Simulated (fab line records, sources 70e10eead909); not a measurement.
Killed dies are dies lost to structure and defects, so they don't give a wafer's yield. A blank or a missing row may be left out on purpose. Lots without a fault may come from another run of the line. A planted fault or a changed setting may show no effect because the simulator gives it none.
fab line records | flow nand_harc
record lots=4 wafers=12 last_day=27
route steps=1302 shown A_ONON_D2@558 A_CHANNEL_HOLE_D2@570 END@1302
lots that met no fault: from a run of the same line without faults
start_h: hours from the record's first day to the start of the lot's first wafer shown | wait_h: hours since the lot's step before | " the same as in the row above | L1.1+2: a row that stands for several wafers | - no value, or no start given | * or withheld: withheld | < > ~ a bound
route shown NAME@n: a module of which the file shows steps, and the number in the route of the first | usual: mean/standard deviation of fault-free wafers | same: alike in all rows | chamber/n: place in a boat | sites: the reading at each site | _std_site: their standard deviation | _edge_site: outer sites' mean less inner sites' | radius_mm: how far each site lies from the wafer's centre | mask NAME#n: copy n | behind: the tool/chamber that last shaped the wafer | hold: why the lot was held/for how many hours/how that ended | device: the transistor (n, p or np) that didn't switch | end of line: the same wafers' tests at the end of the route | a step without rows: its recipe alone | killed: dies lost to structure and defects at the first sort, not the wafer's yield | map: a wafer's dies, x killed, . not, _ none there
set.NAME: the setting as run; set.NAME@STEP: as run at that earlier step | model.NAME: the simulator's own value behind a step, which no gauge read
lots at some steps of the route; a table a step, a row a wafer
services: from which hour (start_h, from the record's first day; less than 0 if before it) a tool's chamber was out of use, for how many hours, and why
## steps
# step NHARC_A_ONON_D2_DEP_19
# recipe target_thk_a=10000 n2_flow_sccm=2750 n2o_flow_sccm=2000 nh3_flow_sccm=500 sih4_flow_sccm=210 temp_c=400
# step NHARC_A_ONON_D2_DEP_22
# recipe target_thk_a=10000 n2_flow_sccm=2750 n2o_flow_sccm=2000 nh3_flow_sccm=500 sih4_flow_sccm=210 temp_c=400
# step NHARC_A_ONON_D2_DEP_25
# recipe target_thk_a=10000 n2_flow_sccm=2750 n2o_flow_sccm=2000 nh3_flow_sccm=500 sih4_flow_sccm=210 temp_c=400
# step NHARC_A_ONON_D2_DEP_28
# recipe target_thk_a=10000 n2_flow_sccm=2750 n2o_flow_sccm=2000 nh3_flow_sccm=500 sih4_flow_sccm=210 temp_c=400
# step NHARC_A_ONON_D2_DEP_33
# recipe target_thk_a=2000 temp_c=400 pressure_torr=6.5 rf_w=900 teos_flow_sccm=161.4 flow_sccm=2650 target_thk_nm=200 gas=O2 material=SiO2
# step NHARC_A_CHANNEL_HOLE_D2_DEP_00
# recipe target_thk_a=31000 temp_c=400 material=aC
# usual throttle_valve_pct=35.002/0.0092
# columns lot.wafer tool chamber start_h wait_h throttle_valve_pct
L657.1 acl_dep-03 0 316.35 1.7 35.005
L657.4 " 0 " " 35.002
L657.6 " 0 " " 35.012
L662.3 acl_dep-02 0 353.06 1.6 35.008
L662.4 " 0 " " 34.999
L662.6 " 0 " " 34.994
L664.1 acl_dep-02 0 376.29 0.7 35.016
L664.4 " 0 " " 35.005
L664.5 " 0 " " 35.011
L665.2 acl_dep-02 0 391.89 0.4 35.010
L665.4 " 0 " " 34.994
L665.5 " 0 " " 34.996
# step NHARC_A_CHANNEL_HOLE_D2_DEP_01
# recipe target_thk_a=1400 target_thk_nm=140 temp_c=400 pressure_torr=3.5 flow_sccm=200 rf_w=350 material=SiON
# step NHARC_A_CHANNEL_HOLE_D2_DEHYDRATE_02
# recipe temp_c=150 time_s=120
# step NHARC_A_CHANNEL_HOLE_D2_HMDS_03
# recipe time_s=30
# step NHARC_A_CHANNEL_HOLE_D2_COAT_36
# recipe temp_c=260 time_s=75
# step NHARC_A_CHANNEL_HOLE_D2_COAT_37
# recipe temp_c=225 time_s=65
# step NHARC_A_CHANNEL_HOLE_D2_COAT_04
# recipe spin_rpm=1500 resist_thk_nm=90
# step NHARC_A_CHANNEL_HOLE_D2_SOFTBAKE_05
# recipe temp_c=105 time_s=55
# step NHARC_A_CHANNEL_HOLE_D2_EBR_06
# step NHARC_A_CHANNEL_HOLE_D2_EXPOSE_07
# recipe na=1.35 target_cd_nm=100 sigma_outer=0.3 dose_mj=59.65 mask_id=HOLE_D2
# step NHARC_A_CHANNEL_HOLE_D2_PEB_08
# recipe peb_temp_c=100 peb_time_s=65
# step NHARC_A_CHANNEL_HOLE_D2_DEVELOP_09
# recipe develop_time_s=35 dev_temp_c=23
# step NHARC_A_CHANNEL_HOLE_D2_DESCUM_15
# recipe time_s=3 o2_flow_sccm=200 ar_flow_sccm=0 bias_power_w=0 chemistry=O2
# step NHARC_A_CHANNEL_HOLE_D2_ETCH_38
# recipe target_depth_a=390 over_etch_frac=0.3 time_s=65 ion_energy_ev=80 cf4_flow_sccm=150 ar_flow_sccm=0 rf_w=300 bias_w=100 chemistry=CF4
# step NHARC_A_CHANNEL_HOLE_D2_ETCH_39
# recipe target_depth_a=2600 over_etch_frac=0.3 time_s=325 ion_energy_ev=200 n2_flow_sccm=150 h2_flow_sccm=150 ar_flow_sccm=0 rf_w=400 bias_w=150 chemistry=N2/H2
# step NHARC_A_CHANNEL_HOLE_D2_ETCH_34
# recipe target_depth_a=1540 time_s=77 cf4_flow_sccm=100 chf3_flow_sccm=30 ar_flow_sccm=0 rf_w=500 bias_w=200 chemistry=CF4/CHF3
# step NHARC_A_CHANNEL_HOLE_D2_ETCH_16
# recipe target_depth_a=31000 over_etch_frac=0.3 time_s=806 ion_energy_ev=150 o2_flow_sccm=400 cos_flow_sccm=20 ar_flow_sccm=0 rf_w=500 bias_w=300 chemistry=O2/COS
# step NHARC_A_CHANNEL_HOLE_D2_ETCH_19
# recipe bias_v=1200 source_w=2500 pressure_mtorr=15 time_s=34.5 ar_flow_sccm=375 c4f8_flow_sccm=28.8 o2_flow_sccm=96.2 temp_c=-20 target_depth_a=* chemistry=C4F8/O2/Ar
# step NHARC_A_CHANNEL_HOLE_D2_ETCH_20
# recipe bias_v=3000 source_w=withheld pressure_mtorr=20 time_s=361.9 ar_flow_sccm=375 c4f8_flow_sccm=89.3 o2_flow_sccm=35.7 temp_c=-20 target_depth_a=16000 chemistry=C4F8/O2/Ar
# step NHARC_A_CHANNEL_HOLE_D2_ETCH_21
# recipe bias_v=3000 source_w=withheld pressure_mtorr=20 time_s=514.3 ar_flow_sccm=375 c4f8_flow_sccm=89.3 o2_flow_sccm=35.7 temp_c=-20 target_depth_a=16000 chemistry=C4F8/O2/Ar
# step NHARC_A_CHANNEL_HOLE_D2_ETCH_22
# recipe bias_v=3000 source_w=withheld pressure_mtorr=20 time_s=666.7 ar_flow_sccm=375 c4f8_flow_sccm=89.3 o2_flow_sccm=35.7 temp_c=-20 target_depth_a=16000 chemistry=C4F8/O2/Ar
# step NHARC_A_CHANNEL_HOLE_D2_ETCH_23
# recipe bias_v=5000 source_w=withheld pressure_mtorr=20 time_s=819 ar_flow_sccm=375 c4f8_flow_sccm=89.3 o2_flow_sccm=35.7 temp_c=-20 target_depth_a=16000 chemistry=C4F8/O2/Ar
# step NHARC_A_CHANNEL_HOLE_D2_ETCH_24
# recipe bias_v=5000 source_w=withheld pressure_mtorr=20 time_s=906.2 ar_flow_sccm=375 c4f8_flow_sccm=93.8 o2_flow_sccm=31.2 temp_c=-20 target_depth_a=15000 chemistry=C4F8/O2/Ar
# step NHARC_A_CHANNEL_HOLE_D2_ETCH_25
# recipe bias_v=5000 source_w=withheld pressure_mtorr=20 time_s=1040.2 ar_flow_sccm=375 c4f8_flow_sccm=93.8 o2_flow_sccm=31.2 temp_c=-20 target_depth_a=15000 chemistry=C4F8/O2/Ar
# step NHARC_A_CHANNEL_HOLE_D2_ETCH_26
# recipe bias_v=300 source_w=2000 pressure_mtorr=30 time_s=224.1 ar_flow_sccm=375 c4f8_flow_sccm=11.4 o2_flow_sccm=113.6 temp_c=-20 target_depth_a=3000 chemistry=C4F8/O2/Ar
# step NHARC_A_CHANNEL_HOLE_D2_ETCH_27
# recipe bias_v=400 source_w=2000 pressure_mtorr=25 time_s=90 ar_flow_sccm=375 c4f8_flow_sccm=41.7 o2_flow_sccm=83.3 temp_c=-20 target_depth_a=4000 chemistry=C4F8/O2/Ar
# step NHARC_END_SORT_01
# recipe temp_c=25
# usual killed_at_array=53/18 killed_at_other=1.0/1.2 killed_at_periphery=3.6/2.4 killed_dies=58/18 killed_open=3.4/1.8 killed_short=2.3/1.5
# same gross_dies=677
# columns lot.wafer tool chamber start_h wait_h killed_at_array killed_at_other killed_at_periphery killed_dies killed_open killed_short
L664.1 prober-02 0 651.62 2.5 615 0 5 620 3 0
L664.4 prober-02 0 653.99 3.4 599 0 10 609 4 3
L664.5 prober-02 0 654.78 3.7 573 0 3 576 2 4
L665.2 prober-01 0 654.73 2.8 599 1 4 604 5 1
L665.4 prober-01 0 656.35 3.4 601 4 3 608 3 2
L665.5 prober-01 0 657.16 3.7 614 5 4 623 4 4
# killed by level:class
L664.1 A_CHANNEL_HOLE_D2:area_dep=576 A_SLIT:chamber_film_flake=20 A_CHANNEL_HOLE_D2:chamber_film_flake=12 P_ZERO_WELL:chamber_film_flake=2 A_DECK1_JOINT:chamber_film_flake=2 A_CONTACT:chamber_film_flake=2 P_GATE:geometric_particle:open=1 A_SGD_CUT:geometric_particle:open=1
L664.4 A_CHANNEL_HOLE_D2:area_dep=558 A_SLIT:chamber_film_flake=16 A_CHANNEL_HOLE_D2:chamber_film_flake=8 A_CONTACT:chamber_film_flake=5 A_CHANNEL_HOLE_D1:chamber_film_flake=4 P_CONTACT:chamber_film_flake=3 P_M2:chamber_film_flake=3 A_DECK1_JOINT:chamber_film_flake=2
L665.2 A_CHANNEL_HOLE_D2:area_dep=514 A_CHANNEL_HOLE_D1:chamber_film_flake=34 A_SLIT:chamber_film_flake=16 A_CHANNEL_HOLE_D2:chamber_film_flake=13 A_STAIRCASE:chamber_film_flake=5 A_CONTACT:chamber_film_flake=5 A_CHANNEL_FILL_D1:chamber_film_flake=3 P_GATE:geometric_particle:open=2
L664.5 A_CHANNEL_HOLE_D2:area_dep=539 A_SLIT:chamber_film_flake=16 A_CHANNEL_HOLE_D2:chamber_film_flake=8 A_ONON_D2:geometric_particle:short=2 P_CONTACT:chamber_film_flake=2 A_DECK1_JOINT:chamber_film_flake=2 A_ONON_D1:geometric_particle:short=1 A_WL_FILL:geometric_particle:short=1
L665.4 A_CHANNEL_HOLE_D2:area_dep=529 A_CHANNEL_HOLE_D1:chamber_film_flake=28 A_SLIT:chamber_film_flake=19 A_STAIRCASE:chamber_film_flake=6 A_ZERO_WELL:chamber_film_flake=4 A_CHANNEL_FILL_D1:chamber_film_flake=4 A_CHANNEL_HOLE_D2:chamber_film_flake=4 THIN_TSV:chamber_film_flake=4
L665.5 A_CHANNEL_HOLE_D2:area_dep=522 A_CHANNEL_HOLE_D1:chamber_film_flake=34 A_SLIT:chamber_film_flake=26 A_CHANNEL_HOLE_D2:chamber_film_flake=9 A_STAIRCASE:chamber_film_flake=5 THIN_TSV:chamber_film_flake=5 A_ZERO_WELL:chamber_film_flake=4 A_CONTACT:chamber_film_flake=3
# map L664.1 (x killed, . not)
____________x____________
_________..x.xxx_________
_______xxx.x.x..x._______
______...xxxx..xxxx______
_____..xxxx.xxxxxxxx_____
____...xx.xxxxxxxxxxx____
____.x.x.xxx.xxxxxxxx____
___xxxxxxxxxxxxxxxxxx.___
___xxxxxxxxxxxxxxxxxxx___
__xxxxxx.xxxxx.xxxxxxxx__
__xxxxxxxxxxxxxx.xxxxxx__
_xxxxxx.xxxxxxxxxxx.xxxx_
_xxxxx.x.xxxxxxxxxxxxxxx_
_.xxxxxxxx.xxxxxxxxxxxxx_
_xxxxxxxxxxxxxxxxxxx.xxx_
_xxxx.xxxxxxxxxxxxxxxxx._
xxxxxxx..xxxxxx.xxxxxx.xx
x.x..xxxxxxxxxxxxxxxxxxxx
x.xxxxxxxxxxxxxxxxxxxxxxx
xxxxxxxxxxxx.xxxx.xxxxxxx
xxxxxx.xxxx.xxxxxxxxxxxxx
_xxxx.xxxxxxxxxxxxxxxxxx_
_xxxx.xxxxxxxxxxxxxxxxxx_
_xxxxxx.xxxxxxxxxxxxxxxx_
_xxxxxxxxxxxxxxxxxxxxxxx_
_xxxxxxxxxxxxxxxxxxxxxxx_
__xxxxxxxxxxxxxxxxxxxxx__
__xxxxxxxxxxxxxxxxxxxxx__
___xxxx.xxxxxxxxxxxxxx___
___xxxxxxxxx.xxxxxxxxx___
____xxxxxxxxxxxxxxxxx____
____xxxxxxxxxxxxxxxxx____
_____xxxxxxxxxxxxxxx_____
______xxxxxxxxxxxxx______
_______xxx.xxx.xxx_______
_________xxxxxxx_________
____________.____________
# map L665.5 (x killed, . not)
____________x____________
_________xxxxxxx_________
_______xxxxxxxxxxx_______
______xx.x.xxxxxxxx______
_____xxxx.xxxxxxxxxx_____
____xxxx.xxxxxxxxxxxx____
____xxxxxxxxxxx.xxxxx____
___xxxxxxxxxxxxxxxxxxx___
___xxxxxxxxxxxxxxxxxxx___
__x.xxxx.x.xxxxxxxxxxxx__
__.xxxxxxxxxxxxxxxxxxxx__
_.xxxxxxxxxxx.xxxxxxxxxx_
_xxxxxx.xxxxxxxxxxxxxxxx_
_x.xxxx.x.xxxxxxxxxxxxxx_
_xxxxxxxxxxxxx.xxxx.xxxx_
_xxxxxxxxxxxxxxxxxxxxxxx_
xxxxxx.xxxxxx.xxxxxxxxxxx
xx.xxxxxxxxxxxxxxxxxxxxxx
xxxxxxxxxxxxxxxxxxxxxxxxx
xxxxxxxxx.xxxxxxxxxxx.x.x
xx.xxxxxxxx.xxxxxxxxxxxxx
_xxxxxxx.xxxxxxxxxxxxxx._
_xxxx.xxxxx.xxxxxxxxxxx._
_xxxx.x.xxxxxxxxxxxxxxxx_
_xxx.xxxxxxxxxxxxxxxxxxx_
_xxxxxxxx.xxxxx.xxxxxxxx_
__xxx.xx.xxxxxxx.xxxxxx__
__xxxxx.xx.xx.xxxxxxxxx__
___x.xxxxxxx.xxxxx.xxx___
___xxx.xxxxxxxxxxxxxxx___
____.xxxxx.xxxxxxxxxx____
____xxxxxx.xxxxxxxxxx____
_____xx.xxxxxxx.xxxx_____
______xxxx.xxxx.xxx______
_______xxxxx.xxxxx_______
_________xxxxxxx_________
____________.____________
## services
# columns tool chamber start_h hours kind
acl_dep-03 - 303.35 13.0 pm
acl_dep-02 - 322.63 5.0 repair
## key
first_sign step=NHARC_END_SORT_01 reading=killed_at_array direction=up sigmas=31 usual=53 struck=600
effect step=NHARC_END_SORT_01 reading=killed_dies direction=up sigmas=30 usual=58 struck=607
more_kills_born_at NHARC_A_CHANNEL_HOLE_D2_DEP_00@acl_dep-02=3238
met_at NHARC_A_CHANNEL_HOLE_D2_DEP_00
struck_wafers L664.1,L664.4,L664.5,L665.2,L665.4,L665.5
later_rows_left_out L664.1,L664.4,L664.5,L665.2,L665.4,L665.5
tester_left_out L664,L665
onset_between 353.06 376.29
also_fits time
fault kind=process_parameter_drift tool=acl_dep-02 chamber=0 onset_h=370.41 steps=NHARC_A_CHANNEL_HOLE_D2_DEP_00 channel=target_thk_a offset=* shape=step end_h=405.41 acts_in=* stated=*
# tester_left_out: of these lots the tester's yield and bins aren't shown, on N5 and GAA mostly nor the transistor test; their killed dies are dies lost to structure and defects alone, not to doping, threshold or leakage, so they don't give the yield
# later_rows_left_out: the simulator's readings of these wafers behind a module that went badly wrong aren't trusted and aren't shown, but for the sort
